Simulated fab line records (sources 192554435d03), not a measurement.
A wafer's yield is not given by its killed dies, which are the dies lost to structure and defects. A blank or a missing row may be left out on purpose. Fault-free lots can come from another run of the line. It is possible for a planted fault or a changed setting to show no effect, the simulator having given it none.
Lot-split experiment	flow n5_finfet	21 wafers read across 7 lots, on a route 1938 steps long

## SPLIT DETAILS
At N5_BEOL_M12_PEB_08 (peb time 90 s), the setting peb_time_s was moved away from the recipe's 90 s on 6 of the 21 wafers read, by -20.5% to +15.6%. The other wafers ran this setting at the recipe's value.

## FROM THE SPLIT TO THE READING: what the file shows between them, 2 steps
- N5_BEOL_M12_DEVELOP_09: develop time 45 s
- N5_BEOL_M12_HARDBAKE_14: time 120 s

## THE READING
Shown in nm: cd_nm at N5_BEOL_M12_CD_MEAS_10, with target cd 140 nm. A value of 141.1 nm with a standard deviation of 2.4 nm is what fault-free wafers of this fab line usually give.

wafer	tool, chamber at the split	peb_time_s as run, s	against the recipe	cd_nm, nm	against lot-mates on the recipe
L076.2	litho_track-03, 0	103.2	+14.7%	145.8	+2.6
L076.4	litho_track-03, 0	90	recipe	143.4	-
L076.6	litho_track-03, 0	90	recipe	143.1	-
L078.1	litho_track-03, 0	90	recipe	141.4	-
L078.2	litho_track-03, 0	90	recipe	140.3	-
L078.6	litho_track-03, 0	71.58	-20.5%	134.7	-6.2
L082.3	litho_track-04, 0	104	+15.6%	145.9	+6.6
L082.4	litho_track-04, 0	90	recipe	137.0	-
L082.5	litho_track-04, 0	90	recipe	141.7	-
L083.1	litho_track-04, 0	98.41	+9.3%	143.0	+4.9
L083.2	litho_track-04, 0	98.41	+9.3%	143.0	+4.9
L083.5	litho_track-04, 0	90	recipe	138.1	-
L089.2	litho_track-03, 0	90	recipe	142.4	-
L089.3	litho_track-03, 0	90	recipe	142.2	-
L089.4	litho_track-03, 0	98.77	+9.7%	144.0	+1.7
L092.1	litho_track-03, 0	90	recipe	141.5	-
L092.2	litho_track-03, 0	90	recipe	141.3	-
L092.4	litho_track-03, 0	90	recipe	141.6	-
L096.1	litho_track-04, 0	90	recipe	142.5	-
L096.2	litho_track-04, 0	90	recipe	143.9	-
L096.3	litho_track-04, 0	90	recipe	145.1	-

FIT RESULTS
A straight line over all 21 wafers: cd_nm changes by +0.283 nm for each +1% of peb_time_s; r = +0.76; the points scatter about the line by 1.8 nm.
The same after taking each lot's own level away (the mean of its wafers on the recipe; 21 wafers): +0.322 nm for each +1%; r = +0.88; scatter 1.3 nm.
According to that fit, moving peb_time_s by its largest amount changes the reading by 6.6 nm.
Measured against the standard deviation above, the lots' own levels, which go from 138.10 to 143.83 nm, span 2.4 times it.
So the lot-to-lot level blurs the effect unless lot-mates are compared.
Check: for one of the wafers moved furthest among these (-20.5%), held out of the fit, the line's prediction against its lot-mates is -6.86 nm. Against them it came out at -6.15 nm.

## FILE'S OWN FIT
cd_nm changes by +0.309 nm for each +1% of peb_time_s, r = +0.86.
